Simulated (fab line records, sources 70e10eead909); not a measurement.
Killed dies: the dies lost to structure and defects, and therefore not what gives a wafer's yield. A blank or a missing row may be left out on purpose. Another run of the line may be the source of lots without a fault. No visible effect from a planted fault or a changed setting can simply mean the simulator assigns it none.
fab line records	flow nandHarc
record: lots: 24	wafers: 72	lastDay: 34
route steps=1302 shown A_CONTACT@1013
lots with no fault: from the same line, run without faults
startH: hours from the record's opening day to when the first of the lot's shown wafers began	waitH: hours elapsed since this lot's preceding step	" repeats the value in the row above	L1.1+2: a row that stands for several wafers	- either no value or no given start	* or withheld: withheld	< > ~ a bound
route shown NAME@n: NAME is a module with steps in the file, n the number in the route of the first one	usual: mean/standard deviation taken from wafers without a fault	same: alike in all rows	chamber/n: place in a boat	sites: each site's reading	_std_site: the standard deviation of these	_edge_site: inner sites' mean taken away from outer sites' mean	radiusMm: for every site, how far away it sits from the centre of the wafer	mask NAME#n: copy n	behind: the most recent tool/chamber to have shaped the wafer	hold: reason for holding the lot/hours on hold/outcome of the hold	device: the n, p or np transistor that did not switch	end of line: the same wafers' tests at the end of the route	step lacking rows: just its recipe	killed: not the wafer's yield, but the dies lost to structure and defects at the first sort	map: a wafer's dies, marking killed ones x, the rest . and places with no die _
set.NAME: the setting that was run; set.NAME@STEP: the one run at that earlier step	model.NAME: the simulator's own value behind a step, which no gauge read
one table for each step of the route and one row for each wafer, over a sample of lots
services: a tool's chamber out of use, with start hour (startH, from the record's first day; less than 0 if before it), hours out, and reason
== steps ==
step: NHARC_A_CONTACT_ETCH_119
recipe: sourceW: withheld	pressureMtorr: 20	biasV: 3000	timeS: 190	targetDepthA: 18500	arFlowSccm: withheld	c4f8FlowSccm: withheld	o2FlowSccm: withheld	chemistry: C4F8/O2/Ar
lot.wafer	tool	chamber	startH	waitH	rfHoursCounterH
L075.2	harCapEtch-03	0	494.56	0.1	42
L075.1	"	1	"	"	42
L075.6	"	1	"	"	-
L074.2	harCapEtch-02	0	500.04	0.1	89
L074.1	"	1	"	"	89
L074.6	"	0	"	"	-
L076.4	harCapEtch-02	1	510.73	0.1	-
L076.3	"	0	"	"	-
L076.5	"	0	"	"	-
L077.2	harCapEtch-03	0	521.51	0.1	50
L077.1	"	1	"	"	50
L077.4	"	1	"	"	-
L078.2	harCapEtch-01	1	525.77	0.1	3
L078.5	"	1	"	"	-
L078.6	"	0	"	"	-
L079.2	harCapEtch-02	1	536.75	0.1	100
L079.4	"	0	"	"	-
L079.3	"	1	"	"	-
L080.2	harCapEtch-01	0	545.01	0.1	7
L080.4	"	1	"	"	-
L080.6	"	1	"	"	-
L081.1	harCapEtch-02	0	550.80	0.1	103
L081.5	"	1	"	"	-
L081.6	"	0	"	"	-
L082.1	harCapEtch-02	0	579.67	0.1	107
L082.4	"	1	"	"	-
L082.5	"	1	"	"	-
L083.1	harCapEtch-01	0	585.78	0.1	12
L083.3	"	0	"	"	-
L083.5	"	0	"	"	-
L084.2	harCapEtch-02	0	594.07	0.1	110
L084.5	"	1	"	"	-
L084.6	"	0	"	"	-
L086.2	harCapEtch-02	1	601.29	0.1	112
L086.4	"	1	"	"	-
L086.5	"	0	"	"	-
L085.2	harCapEtch-03	0	601.48	0.1	63
L085.3	"	0	"	"	-
L085.5	"	1	"	"	-
L087.1	harCapEtch-02	0	632.23	0.1	118
L087.2	"	1	"	"	118
L087.5	"	0	"	"	-
L088.1	harCapEtch-01	1	632.50	0.2	20
L088.4	"	0	"	"	-
L088.3	"	1	"	"	-
L089.1	harCapEtch-02	1	666.52	0.1	122
L089.6	"	1	"	"	-
L089.5	"	0	"	"	-
L090.1	harCapEtch-01	0	667.18	0.2	23
L090.3	"	0	"	"	-
L090.5	"	0	"	"	-
L091.4	harCapEtch-01	1	681.19	0.1	-
L091.6	"	1	"	"	-
L091.5	"	0	"	"	-
L094.2	harCapEtch-03	1	686.11	0.2	73
L094.3	"	1	"	"	-
L094.5	"	1	"	"	-
L092.1	harCapEtch-02	1	686.93	0.1	126
L092.3	"	0	"	"	-
L092.5	"	0	"	"	-
L093.2	harCapEtch-02	1	693.05	0.1	129
L093.5	"	0	"	"	-
L093.6	"	1	"	"	-
L096.1	harCapEtch-02	1	709.97	0.1	134
L096.4	"	1	"	"	-
L096.6	"	1	"	"	-
L097.2	harCapEtch-03	1	710.43	0.1	80
L097.3	"	0	"	"	-
L097.4	"	1	"	"	-
L095.1	harCapEtch-02	1	714.54	0.1	137
L095.4	"	1	"	"	-
L095.6	"	0	"	"	-
step: NHARC_A_CONTACT_ETCH_120
recipe: sourceW: withheld	pressureMtorr: 20	biasV: 3000	timeS: 190	targetDepthA: 18500	arFlowSccm: withheld	c4f8FlowSccm: withheld	o2FlowSccm: withheld	chemistry: C4F8/O2/Ar
lot.wafer	tool	chamber	startH	waitH	rfHoursCounterH
L075.2	harCapEtch-03	0	494.73	0.1	43
L075.1	"	1	"	"	43
L075.6	"	1	"	"	-
L074.2	harCapEtch-02	0	500.21	0.1	89
L074.1	"	1	"	"	89
L074.6	"	0	"	"	-
L076.4	harCapEtch-02	1	510.91	0.1	-
L076.3	"	0	"	"	-
L076.5	"	0	"	"	-
L077.2	harCapEtch-03	0	521.68	0.1	50
L077.1	"	1	"	"	50
L077.4	"	1	"	"	-
L078.2	harCapEtch-01	1	525.94	0.1	3
L078.5	"	1	"	"	-
L078.6	"	0	"	"	-
L079.2	harCapEtch-02	1	536.92	0.1	100
L079.4	"	0	"	"	-
L079.3	"	1	"	"	-
L080.2	harCapEtch-01	0	545.18	0.1	7
L080.4	"	1	"	"	-
L080.6	"	1	"	"	-
L081.1	harCapEtch-02	0	550.97	0.1	103
L081.5	"	1	"	"	-
L081.6	"	0	"	"	-
L082.1	harCapEtch-02	0	579.84	0.1	107
L082.4	"	1	"	"	-
L082.5	"	1	"	"	-
L083.1	harCapEtch-01	0	585.95	0.1	12
L083.3	"	0	"	"	-
L083.5	"	0	"	"	-
L084.2	harCapEtch-02	0	594.24	0.1	110
L084.5	"	1	"	"	-
L084.6	"	0	"	"	-
L086.2	harCapEtch-02	1	601.46	0.1	112
L086.4	"	1	"	"	-
L086.5	"	0	"	"	-
L085.2	harCapEtch-03	0	601.65	0.1	63
L085.3	"	0	"	"	-
L085.5	"	1	"	"	-
L087.1	harCapEtch-02	0	632.40	0.1	118
L087.2	"	1	"	"	118
L087.5	"	0	"	"	-
L088.1	harCapEtch-01	1	632.73	0.2	20
L088.4	"	0	"	"	-
L088.3	"	1	"	"	-
L089.1	harCapEtch-02	1	666.69	0.1	122
L089.6	"	1	"	"	-
L089.5	"	0	"	"	-
L090.1	harCapEtch-01	0	667.41	0.2	23
L090.3	"	0	"	"	-
L090.5	"	0	"	"	-
L091.4	harCapEtch-01	1	681.36	0.1	-
L091.6	"	1	"	"	-
L091.5	"	0	"	"	-
L094.2	harCapEtch-03	1	686.34	0.2	73
L094.3	"	1	"	"	-
L094.5	"	1	"	"	-
L092.1	harCapEtch-02	1	687.10	0.1	126
L092.3	"	0	"	"	-
L092.5	"	0	"	"	-
L093.2	harCapEtch-02	1	693.22	0.1	129
L093.5	"	0	"	"	-
L093.6	"	1	"	"	-
L096.1	harCapEtch-02	1	710.14	0.1	135
L096.4	"	1	"	"	-
L096.6	"	1	"	"	-
L097.2	harCapEtch-03	1	710.60	0.1	80
L097.3	"	0	"	"	-
L097.4	"	1	"	"	-
L095.1	harCapEtch-02	1	714.71	0.1	137
L095.4	"	1	"	"	-
L095.6	"	0	"	"	-
step: NHARC_A_CONTACT_ETCH_96
recipe: targetDepthA: 200	overEtchFrac: 0.5	timeS: 10	ionEnergyEv: 250	c4f6FlowSccm: 25	o2FlowSccm: 20	arFlowSccm: 500	rfW: 600	biasW: 500	chemistry: C4F6/O2
usual: drypumpMotorCurrentA: 5.8/0.36	oesProductAu: 0.978/0.025	rfVppV: 548/3.4	showerheadPlenumPTorr: 3.96/0.16	throttleValvePct: 26.904/0.0093
lot.wafer	tool	chamber	startH	waitH	drypumpMotorCurrentA	oesProductAu	rfHoursCounterH	rfVppV	showerheadPlenumPTorr	throttleValvePct
L075.2	rieDiel-02	3	-	-	5.5	0.966	20	551	4.10	26.894
L075.1	"	1	"	"	5.2	0.950	10	547	3.91	26.905
L075.6	"	3	"	"	5.6	0.966	-	550	4.10	26.906
L074.1	rieDiel-03	0	-	-	6.2	1.024	8	545	3.82	26.909
L074.2	"	2	"	"	6.0	1.004	7	542	3.74	26.913
L074.6	"	3	"	"	5.9	0.992	-	551	4.10	26.907
L076.3	rieDiel-13	0	512.51	0.1	6.3	0.954	55	548	3.99	26.898
L076.5	"	2	"	"	6.5	0.965	-	546	3.88	26.885
L076.4	"	0	"	"	6.3	0.951	-	549	3.99	26.916
L077.4	rieDiel-03	2	-	-	6.0	0.998	16	544	3.74	26.913
L077.1	"	0	"	"	6.2	1.027	15	543	3.81	26.906
L077.2	"	1	"	"	6.2	1.009	15	553	4.22	26.908
L078.2	rieDiel-03	1	-	-	6.2	1.009	16	553	4.22	26.904
L078.5	"	2	"	"	6.0	0.988	-	544	3.74	26.901
L078.6	"	3	"	"	5.9	1.007	-	551	4.10	26.907
L079.2	rieDiel-03	1	-	-	6.2	0.948	20	554	4.21	26.907
L079.4	"	2	"	"	6.0	0.944	22	543	3.73	26.891
L079.3	"	0	"	"	6.2	0.953	20	545	3.81	26.908
L080.2	rieDiel-13	1	-	-	6.4	0.948	8	552	4.19	26.893
L080.4	"	2	"	"	6.5	0.950	10	545	3.88	26.917
L080.6	"	0	"	"	6.3	0.993	-	548	3.99	26.894
L081.1	rieDiel-02	2	-	-	5.9	0.998	28	543	3.76	26.901
L081.5	"	3	"	"	5.6	1.005	-	549	4.09	26.902
L081.6	"	0	"	"	5.5	0.982	-	548	4.03	26.904
L082.4	rieDiel-02	2	-	-	5.9	0.981	0	543	3.76	26.918
L082.1	"	3	"	"	5.5	0.996	0	550	4.09	26.899
L082.5	"	2	"	"	5.9	0.973	-	544	3.76	26.924
L083.3	rieDiel-03	0	-	-	6.2	0.952	37	545	3.80	26.914
L083.1	"	3	"	"	5.9	0.941	35	551	4.09	26.896
L083.5	"	0	"	"	6.2	0.969	-	545	3.80	26.916
L084.2	rieDiel-13	2	-	-	6.5	1.009	23	545	3.87	26.887
L084.6	"	2	"	"	6.5	1.008	-	544	3.87	26.885
L084.5	"	3	"	"	5.6	0.999	-	552	4.21	26.915
L086.2	rieDiel-13	1	-	-	6.4	0.940	22	551	4.19	26.892
L086.4	"	2	"	"	6.5	0.952	23	546	3.87	26.910
L086.5	"	3	"	"	5.6	0.957	-	554	4.21	26.890
L085.2	rieDiel-02	3	-	-	5.5	1.002	6	551	4.09	26.890
L085.3	"	1	"	"	5.2	1.004	6	547	3.90	26.912
L085.5	"	0	"	"	5.6	0.978	-	550	4.02	26.905
L087.2	rieDiel-02	3	-	-	5.5	0.935	10	550	4.08	26.911
L087.1	"	0	"	"	5.5	0.936	10	549	4.02	26.911
L087.5	"	1	"	"	5.2	0.971	-	547	3.90	26.889
L088.3	rieDiel-03	0	-	-	6.2	0.997	56	545	3.79	26.904
L088.4	"	1	"	"	6.2	0.960	52	551	4.19	26.918
L088.1	"	2	"	"	6.0	0.950	64	543	3.71	26.895
L089.1	rieDiel-02	0	-	-	5.6	0.931	13	548	4.02	26.901
L089.5	"	3	"	"	5.6	0.948	-	550	4.08	26.894
L089.6	"	0	"	"	5.6	0.945	-	549	4.02	26.912
L090.1	rieDiel-02	1	-	-	5.2	0.998	14	545	3.90	26.914
L090.3	"	0	"	"	5.6	0.972	13	549	4.02	26.917
L090.5	"	1	"	"	5.3	1.005	-	546	3.90	26.899
L091.4	rieDiel-02	3	-	-	5.5	0.967	13	549	4.08	26.905
L091.5	"	3	"	"	5.5	0.969	-	550	4.08	26.903
L091.6	"	0	"	"	5.5	0.960	-	548	4.02	26.896
L094.2	rieDiel-02	3	-	-	5.5	1.001	15	550	4.08	26.901
L094.3	"	0	"	"	5.5	0.975	16	549	4.02	26.892
L094.5	"	3	"	"	5.5	1.011	-	551	4.08	26.904
L092.1	rieDiel-03	1	-	-	6.2	0.992	15	553	4.18	26.898
L092.3	"	3	"	"	5.9	1.005	13	548	4.06	26.905
L092.5	"	0	"	"	6.2	1.016	-	543	3.78	26.902
L093.2	rieDiel-02	1	-	-	5.2	1.007	17	548	3.90	26.913
L093.5	"	1	"	"	5.2	1.001	-	545	3.90	26.910
L093.6	"	2	"	"	5.9	0.989	-	543	3.75	26.905
L096.4	rieDiel-02	1	-	-	5.2	1.008	21	545	3.89	26.906
L096.1	"	2	"	"	5.9	0.993	21	545	3.75	26.901
L096.6	"	0	"	"	5.6	0.983	-	550	4.02	26.902
L097.4	rieDiel-03	2	-	-	6.0	0.966	24	542	3.70	26.909
L097.2	"	3	"	"	5.9	0.958	22	552	4.06	26.896
L097.3	"	0	"	"	6.1	0.963	25	544	3.77	26.916
L095.1	rieDiel-02	3	-	-	5.5	1.003	19	549	4.08	26.901
L095.4	"	1	"	"	5.2	1.006	22	546	3.89	26.901
L095.6	"	3	"	"	5.5	0.992	-	549	4.08	26.917
step: NHARC_A_CONTACT_STRIP_55
recipe: o2FlowSccm: 500	arFlowSccm: 0	biasW: 0	chemistry: O2
usual: drypumpMotorCurrentA: 5.9/0.39	oesProductAu: 0.998/0.014	rfVppV: 57.8/0.81	showerheadPlenumPTorr: 3.56/0.15	throttleValvePct: 17.035/0.0088
lot.wafer	tool	chamber	startH	waitH	drypumpMotorCurrentA	oesProductAu	rfHoursCounterH	rfVppV	showerheadPlenumPTorr	throttleValvePct
L075.2	rieDiel-02	0	-	-	5.5	0.992	18	58.5	3.63	17.029
L075.1	"	1	"	"	5.2	1.014	10	58.4	3.52	17.041
L075.6	"	0	"	"	5.6	1.001	-	57.7	3.63	17.040
L074.1	rieDiel-13	1	-	-	6.4	0.982	42	57.0	3.78	17.029
L074.2	"	3	"	"	5.6	0.999	57	57.6	3.29	17.046
L074.6	"	1	"	"	6.4	0.984	-	58.8	3.78	17.047
L076.3	rieDiel-13	3	-	-	5.6	1.016	58	58.2	3.28	17.041
L076.5	"	3	"	"	5.6	0.997	-	58.3	3.28	17.044
L076.4	"	0	"	"	6.3	0.998	-	58.3	3.59	17.039
L077.2	rieDiel-02	1	-	-	5.2	0.995	16	57.4	3.52	17.040
L077.4	"	2	"	"	5.9	1.002	25	58.8	3.38	17.044
L077.1	"	0	"	"	5.5	0.993	24	56.9	3.63	17.054
L078.2	rieDiel-02	3	-	-	5.6	1.017	26	57.1	3.68	17.028
L078.6	"	3	"	"	5.5	1.013	-	57.4	3.68	17.032
L078.5	"	0	"	"	5.5	0.995	-	58.3	3.63	17.021
L079.3	rieDiel-02	1	-	-	5.2	1.020	18	57.1	3.51	17.049
L079.2	"	2	"	"	5.8	0.997	27	56.8	3.38	17.026
L079.4	"	0	"	"	5.5	0.994	26	58.0	3.63	17.039
L080.2	rieDiel-02	2	-	-	5.9	0.994	28	57.0	3.38	17.024
L080.4	"	0	"	"	5.5	0.995	28	58.0	3.63	17.039
L080.6	"	2	"	"	5.9	0.999	-	56.2	3.38	17.040
L081.1	rieDiel-02	2	-	-	5.9	1.004	28	57.9	3.38	17.035
L081.6	"	2	"	"	5.9	0.992	-	57.2	3.38	17.023
L081.5	"	3	"	"	5.6	1.010	-	58.2	3.68	17.027
L082.1	rieDiel-02	1	-	-	5.2	1.010	0	58.2	3.51	17.031
L082.4	"	0	"	"	5.5	0.965	0	58.7	3.62	17.046
L082.5	"	1	"	"	5.2	1.003	-	57.6	3.51	17.022
L083.1	rieDiel-13	2	-	-	6.5	1.004	21	56.6	3.48	17.031
L083.3	"	0	"	"	6.3	1.022	21	57.9	3.58	17.039
L083.5	"	3	"	"	5.6	1.014	-	58.9	3.79	17.043
L084.2	rieDiel-03	2	-	-	6.0	0.981	42	58.1	3.34	17.023
L084.5	"	3	"	"	5.9	0.989	-	58.3	3.68	17.023
L084.6	"	0	"	"	6.2	1.028	-	57.4	3.41	17.025
L086.2	rieDiel-13	0	-	-	6.3	1.022	24	57.6	3.58	17.042
L086.4	"	1	"	"	6.5	0.989	22	58.2	3.77	17.030
L086.5	"	3	"	"	5.6	0.995	-	58.6	3.79	17.019
L085.3	rieDiel-02	3	-	-	5.5	0.999	6	58.6	3.68	17.046
L085.2	"	0	"	"	5.6	0.984	6	56.4	3.62	17.032
L085.5	"	3	"	"	5.5	0.990	-	56.7	3.68	17.042
L087.2	rieDiel-02	2	-	-	5.9	0.979	11	57.9	3.37	17.033
L087.1	"	1	"	"	5.2	1.015	10	57.3	3.51	17.047
L087.5	"	3	"	"	5.6	1.000	-	58.0	3.68	17.029
L088.1	rieDiel-13	3	-	-	5.6	0.994	39	58.5	3.79	17.040
L088.3	"	2	"	"	6.5	0.996	37	57.6	3.47	17.030
L088.4	"	3	"	"	5.6	0.991	-	58.3	3.79	17.041
L089.1	rieDiel-13	2	-	-	6.5	1.016	51	56.0	3.46	17.033
L089.5	"	0	"	"	6.3	1.013	-	57.3	3.57	17.042
L089.6	"	1	"	"	6.5	0.985	-	58.2	3.76	17.016
L090.1	rieDiel-03	1	-	-	6.2	0.974	10	58.3	3.77	17.031
L090.3	"	2	"	"	6.0	0.981	9	57.7	3.33	17.038
L090.5	"	0	"	"	6.2	1.013	-	58.7	3.40	17.027
L091.4	rieDiel-03	1	-	-	6.2	0.970	13	58.8	3.77	17.045
L091.6	"	2	"	"	6.0	0.987	-	56.7	3.32	17.032
L091.5	"	3	"	"	5.9	0.995	-	57.4	3.66	17.064
L094.3	rieDiel-02	2	-	-	5.9	0.982	17	56.7	3.37	17.026
L094.2	"	0	"	"	5.5	0.961	16	57.6	3.62	17.023
L094.5	"	3	"	"	5.6	0.987	-	57.7	3.67	17.029
L092.1	rieDiel-13	1	-	-	6.4	0.980	53	58.9	3.75	17.032
L092.3	"	2	"	"	6.5	1.009	57	58.7	3.46	17.034
L092.5	"	3	"	"	5.6	0.994	-	59.4	3.77	17.040
L093.2	rieDiel-03	0	-	-	6.2	1.006	16	56.9	3.40	17.046
L093.5	"	2	"	"	6.0	1.000	-	56.3	3.32	17.043
L093.6	"	3	"	"	5.9	1.017	-	58.6	3.66	17.049
L096.4	rieDiel-02	1	-	-	5.2	1.003	22	56.9	3.50	17.026
L096.1	"	0	"	"	5.5	0.986	20	58.5	3.61	17.046
L096.6	"	2	"	"	5.9	0.965	-	58.0	3.36	17.026
L097.2	rieDiel-02	3	-	-	5.5	0.997	19	58.0	3.67	17.035
L097.3	"	0	"	"	5.5	0.981	20	59.0	3.61	17.036
L097.4	"	2	"	"	5.9	0.974	21	57.4	3.37	17.036
L095.1	rieDiel-03	0	-	-	6.2	1.009	26	57.3	3.39	17.026
L095.4	"	3	"	"	5.9	1.014	23	56.8	3.65	17.034
L095.6	"	1	"	"	6.2	0.991	-	58.6	3.76	17.034
step: NHARC_A_CONTACT_CD_MEAS_69
recipe: targetCdNm: 300	landingEnergyEv: 500
usual: cdNm: 299.6/0.59
same: landingEnergyEv: 500
lot.wafer	tool	chamber	startH	waitH	cdNm
L075.1	cdSem-01	0	503.33	-	299.3
L075.2	"	0	"	"	300.6
L075.6	"	0	"	"	299.5
L074.1	cdSem-03	0	506.88	-	299.4
L074.2	"	0	"	"	299.3
L074.6	"	0	"	"	299.0
L076.3	cdSem-02	0	518.39	-	299.9
L076.4	"	0	"	"	299.3
L076.5	"	0	"	"	299.3
L077.1	cdSem-03	0	528.94	-	299.1
L077.2	"	0	"	"	299.8
L077.4	"	0	"	"	299.1
L078.2	cdSem-01	0	532.87	-	299.5
L078.5	"	0	"	"	297.8
L078.6	"	0	"	"	299.4
L079.2	cdSem-01	0	546.06	-	298.5
L079.3	"	0	"	"	299.3
L079.4	"	0	"	"	300.2
L080.2	cdSem-01	0	552.48	-	300.7
L080.4	"	0	"	"	300.6
L080.6	"	0	"	"	299.9
L081.1	cdSem-01	0	558.08	-	300.0
L081.5	"	0	"	"	300.6
L081.6	"	0	"	"	299.9
L082.1	cdSem-03	0	586.41	-	300.0
L082.4	"	0	"	"	300.1
L082.5	"	0	"	"	300.1
L083.1	cdSem-03	0	593.89	-	297.9
L083.3	"	0	"	"	298.4
L083.5	"	0	"	"	299.6
L084.2	cdSem-02	0	601.77	-	299.7
L084.5	"	0	"	"	300.2
L084.6	"	0	"	"	299.9
L086.2	cdSem-02	0	608.68	-	299.0
L086.4	"	0	"	"	300.0
L086.5	"	0	"	"	300.0
L085.2	cdSem-03	0	609.07	-	299.5
L085.3	"	0	"	"	298.9
L085.5	"	0	"	"	300.4
L087.1	cdSem-01	0	639.10	-	299.1
L087.2	"	0	"	"	298.9
L087.5	"	0	"	"	300.0
L088.1	cdSem-01	0	639.98	-	299.8
L088.3	"	0	"	"	299.6
L088.4	"	0	"	"	300.0
L089.1	cdSem-01	0	674.07	-	299.6
L089.5	"	0	"	"	299.6
L089.6	"	0	"	"	299.8
L090.1	cdSem-03	0	677.34	-	299.1
L090.3	"	0	"	"	299.4
L090.5	"	0	"	"	299.5
L091.4	cdSem-02	0	690.64	-	298.2
L091.5	"	0	"	"	299.5
L091.6	"	0	"	"	298.7
L094.2	cdSem-03	0	694.68	-	300.2
L094.3	"	0	"	"	300.2
L094.5	"	0	"	"	300.2
L092.1	cdSem-03	0	694.84	-	300.2
L092.3	"	0	"	"	299.4
L092.5	"	0	"	"	298.8
L093.2	cdSem-01	0	700.36	-	299.2
L093.5	"	0	"	"	299.1
L093.6	"	0	"	"	299.6
L096.1	cdSem-03	0	716.65	-	300.5
L096.4	"	0	"	"	300.2
L096.6	"	0	"	"	299.8
L097.2	cdSem-03	0	719.08	-	300.1
L097.3	"	0	"	"	301.2
L097.4	"	0	"	"	300.1
L095.1	cdSem-01	0	725.86	-	299.8
L095.4	"	0	"	"	300.6
L095.6	"	0	"	"	300.0
step: NHARC_A_CONTACT_ETCH_76
recipe: targetDepthA: 2600	overEtchFrac: 0.3	timeS: 475.3	ionEnergyEv: 200	n2FlowSccm: 150	h2FlowSccm: 150	arFlowSccm: 0	rfW: 400	biasW: 150	chemistry: N2/H2
usual: drypumpMotorCurrentA: 5.8/0.41	oesProductAu: 0.999/0.015	rfVppV: 431.1/2.6	showerheadPlenumPTorr: 2.06/0.093	throttleValvePct: 14.170/0.0086
lot.wafer	tool	chamber	startH	waitH	drypumpMotorCurrentA	oesProductAu	rfHoursCounterH	rfVppV	showerheadPlenumPTorr	throttleValvePct
L075.2	rieDiel-02	1	-	-	5.2	1.003	11	430.9	2.03	14.178
L075.1	"	0	"	"	5.5	0.992	19	431.3	2.10	14.168
L075.6	"	1	"	"	5.3	1.010	-	431.1	2.03	14.173
L074.1	rieDiel-13	0	-	-	6.3	1.006	54	432.4	2.08	14.157
L074.2	"	1	"	"	6.5	0.977	42	435.4	2.20	14.179
L074.6	"	3	"	"	5.6	1.001	-	424.2	1.89	14.169
L076.4	rieDiel-02	3	-	-	5.5	1.014	23	434.2	2.14	14.185
L076.3	"	1	"	"	5.2	1.010	14	430.2	2.03	14.180
L076.5	"	3	"	"	5.6	1.018	-	434.0	2.14	14.183
L077.4	rieDiel-13	1	-	-	6.4	1.002	0	434.5	2.20	14.160
L077.2	"	3	"	"	5.5	1.001	0	435.5	2.22	14.181
L077.1	"	0	"	"	6.3	1.031	0	431.6	2.08	14.153
L078.2	rieDiel-02	3	-	-	5.5	1.009	26	431.8	2.14	14.163
L078.5	"	2	"	"	5.9	0.998	-	427.1	1.94	14.160
L078.6	"	3	"	"	5.5	1.008	-	433.7	2.14	14.168
L079.2	rieDiel-03	1	-	-	6.2	1.002	23	434.8	2.21	14.187
L079.4	"	2	"	"	6.0	0.992	26	428.1	1.93	14.170
L079.3	"	3	"	"	5.9	0.987	26	433.3	2.14	14.161
L080.2	rieDiel-02	2	-	-	5.9	1.000	28	427.5	1.94	14.166
L080.4	"	3	"	"	5.5	1.014	29	434.3	2.14	14.157
L080.6	"	3	"	"	5.5	1.027	-	432.6	2.14	14.165
L081.1	rieDiel-03	0	-	-	6.1	1.022	27	429.1	1.97	14.169
L081.5	"	3	"	"	5.9	0.996	-	433.6	2.14	14.178
L081.6	"	0	"	"	6.1	1.026	-	428.3	1.97	14.168
L082.1	rieDiel-02	1	-	-	5.2	1.021	1	431.6	2.03	14.168
L082.4	"	0	"	"	5.5	0.991	1	432.0	2.10	14.161
L082.5	"	1	"	"	5.2	1.004	-	428.3	2.03	14.160
L083.3	rieDiel-03	3	-	-	5.9	1.005	37	433.9	2.14	14.165
L083.1	"	1	"	"	6.2	0.997	37	435.3	2.21	14.165
L083.5	"	3	"	"	5.9	1.002	-	432.7	2.14	14.155
L084.2	rieDiel-02	1	-	-	5.2	1.004	5	430.9	2.03	14.177
L084.5	"	3	"	"	5.5	0.983	-	431.8	2.14	14.160
L084.6	"	0	"	"	5.5	0.970	-	434.0	2.10	14.182
L086.4	rieDiel-02	0	-	-	5.5	0.984	6	431.4	2.10	14.178
L086.2	"	1	"	"	5.2	1.002	7	429.8	2.03	14.183
L086.5	"	0	"	"	5.5	0.977	-	433.3	2.10	14.184
L085.3	rieDiel-03	1	-	-	6.2	1.005	43	433.6	2.20	14.157
L085.2	"	0	"	"	6.1	1.034	44	428.5	1.96	14.188
L085.5	"	2	"	"	6.0	0.986	-	425.8	1.92	14.169
L087.1	rieDiel-02	1	-	-	5.2	1.001	10	428.7	2.03	14.177
L087.2	"	3	"	"	5.5	0.990	10	432.6	2.13	14.186
L087.5	"	1	"	"	5.2	1.009	-	430.2	2.03	14.166
L088.1	rieDiel-13	3	640.72	0.3	5.5	1.000	41	434.9	2.20	14.154
L088.3	"	2	"	"	6.5	0.991	-	428.8	2.00	14.178
L088.4	"	3	"	"	5.6	0.991	-	436.1	2.20	14.164
L089.1	rieDiel-02	1	-	-	5.2	1.005	14	432.4	2.03	14.173
L089.5	"	2	"	"	5.9	0.997	-	427.6	1.94	14.183
L089.6	"	1	"	"	5.2	1.015	-	431.7	2.03	14.186
L090.3	rieDiel-13	0	-	-	6.3	1.015	44	430.2	2.06	14.158
L090.1	"	1	"	"	6.4	0.986	49	433.0	2.18	14.170
L090.5	"	0	"	"	6.3	1.023	-	429.9	2.06	14.168
L091.4	rieDiel-13	1	-	-	6.4	0.991	53	434.8	2.18	14.167
L091.6	"	2	"	"	6.5	1.014	-	429.2	2.00	14.163
L091.5	"	3	"	"	5.5	1.010	-	433.8	2.20	14.166
L094.2	rieDiel-02	1	-	-	5.2	1.013	18	430.3	2.02	14.158
L094.3	"	2	"	"	5.9	0.982	17	426.7	1.94	14.165
L094.5	"	2	"	"	5.9	0.991	-	427.8	1.94	14.171
L092.1	rieDiel-13	2	-	-	6.5	1.013	59	428.5	2.00	14.161
L092.3	"	3	"	"	5.6	1.002	62	434.2	2.19	14.171
L092.5	"	2	"	"	6.5	1.015	-	430.2	2.00	14.165
L093.2	rieDiel-02	3	-	-	5.5	0.996	16	433.1	2.13	14.165
L093.6	"	1	"	"	5.2	1.003	-	429.3	2.02	14.176
L093.5	"	2	"	"	5.9	0.977	-	428.8	1.94	14.154
L096.4	rieDiel-02	1	-	-	5.2	1.011	22	430.1	2.02	14.179
L096.1	"	2	"	"	5.9	0.978	21	427.0	1.94	14.165
L096.6	"	2	"	"	5.9	0.984	-	427.9	1.94	14.169
L097.3	rieDiel-13	1	-	-	6.4	0.993	5	434.1	2.18	14.165
L097.2	"	2	"	"	6.5	1.017	6	428.2	1.99	14.179
L097.4	"	0	"	"	6.3	0.997	4	431.8	2.06	14.178
L095.1	rieDiel-02	1	-	-	5.2	1.003	23	428.4	2.02	14.190
L095.4	"	3	"	"	5.5	1.000	20	433.2	2.13	14.173
L095.6	"	1	"	"	5.2	1.005	-	430.3	2.02	14.170
== services ==
tool	chamber	startH	hours	kind
rieDiel-02	0	476.29	-	clean
rieDiel-02	1	476.29	-	clean
rieDiel-02	2	476.29	-	clean
rieDiel-02	3	476.29	-	clean
harCapEtch-01	-	497.00	17.0	pm
rieDiel-02	0	500.82	-	clean
rieDiel-02	1	500.82	-	clean
rieDiel-02	2	500.82	-	clean
rieDiel-02	3	500.82	-	clean
rieDiel-02	3	505.76	4.4	repair
rieDiel-13	1	511.94	4.5	repair
rieDiel-13	-	519.68	9.0	pm
rieDiel-02	0	525.32	-	clean
rieDiel-03	3	568.58	8.0	repair
rieDiel-02	-	570.79	9.0	pm
rieDiel-13	0	613.37	7.5	repair
rieDiel-03	1	628.30	3.7	repair
rieDiel-13	0	632.18	10.7	repair
harCapEtch-03	-	633.64	0.5	repair
rieDiel-03	-	637.51	9.0	pm
rieDiel-13	1	639.12	3.0	repair
rieDiel-02	0	646.66	9.8	repair
rieDiel-02	3	671.29	9.8	repair
rieDiel-13	-	696.68	9.0	pm
== key ==
fault none
